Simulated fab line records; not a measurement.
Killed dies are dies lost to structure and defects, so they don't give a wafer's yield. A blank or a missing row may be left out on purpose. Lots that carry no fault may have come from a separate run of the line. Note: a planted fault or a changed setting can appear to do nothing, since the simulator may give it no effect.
Chamber matching ; flow n5 finfet ; rie diel-02 running N5_BEOL_M0_TRENCH_ETCH_107: 4 sister chambers
The step etches SiOC in C4F6/O2, target depth 32.8 nm, time 16.4 s. 16 wafers are shown with their chamber, then 8 later ones without.

WAFERS PAIRED WITH THEIR CHAMBERS
wafer;chamber;drypump motor current A (A);showerhead plenum p Torr (Torr);rf vpp V (V)
L074.3;1;6.1;2.75;656
L074.4;2;5.7;2.80;640
L074.6;1;6.1;2.75;658
L077.1;2;5.7;2.80;638
L077.2;1;6.1;2.75;658
L077.6;2;5.7;2.80;637
L078.3;1;6.1;2.75;658
L078.5;2;5.7;2.80;638
L078.6;1;6.2;2.75;656
L084.1;2;5.7;2.79;639
L084.4;1;6.1;2.74;657
L084.6;3;5.9;2.98;683
L087.1;1;6.1;2.74;656
L087.4;2;5.7;2.79;637
L087.5;0;5.2;2.84;666
L090.2;3;5.9;2.98;681

SIGNATURES (means of the wafers above)
reading;chamber 0;chamber 1;chamber 2;chamber 3;scatter within a chamber
drypump motor current A;5.200;6.114;5.700;5.900;0.0267
showerhead plenum p Torr;2.8400;2.7471;2.7967;2.9800;0.0048
rf vpp V;666.00;657.00;638.17;682.00;1.11
Rule: a wafer lies at a distance from a chamber equal to the root of the sum of squares, over the readings, of (its reading less the chamber's mean, divided by the reading's scatter). The wafer belongs to the nearest chamber; if the next one is less than 2 further off, it can't be placed. The scatter: the root of (the sum of the squares of (reading less its chamber's mean) over the shown wafers, divided by (wafers less chambers)).

WAFERS WHOSE CHAMBER IS MISSING
wafer;drypump motor current A (A);showerhead plenum p Torr (Torr);rf vpp V (V)
L090.4;5.2;2.84;667
L090.6;5.7;2.79;637
L092.1;6.1;2.73;655
L092.2;5.7;2.78;639
L092.5;5.9;2.97;683
L097.2;5.9;2.97;681
L097.3;5.3;2.83;667
L097.5;5.7;2.78;637

WHICH CHAMBER EACH ONE RAN IN
wafer;from the rows above;in truth
L090.4;0;0
L090.6;2;2
L092.1;1;1
L092.2;2;2
L092.5;3;3
L097.2;3;3
L097.3;0;0
L097.5;2;2
8 of 8 placed correctly. Not placeable from these rows: 0. Placed wrongly: 0.
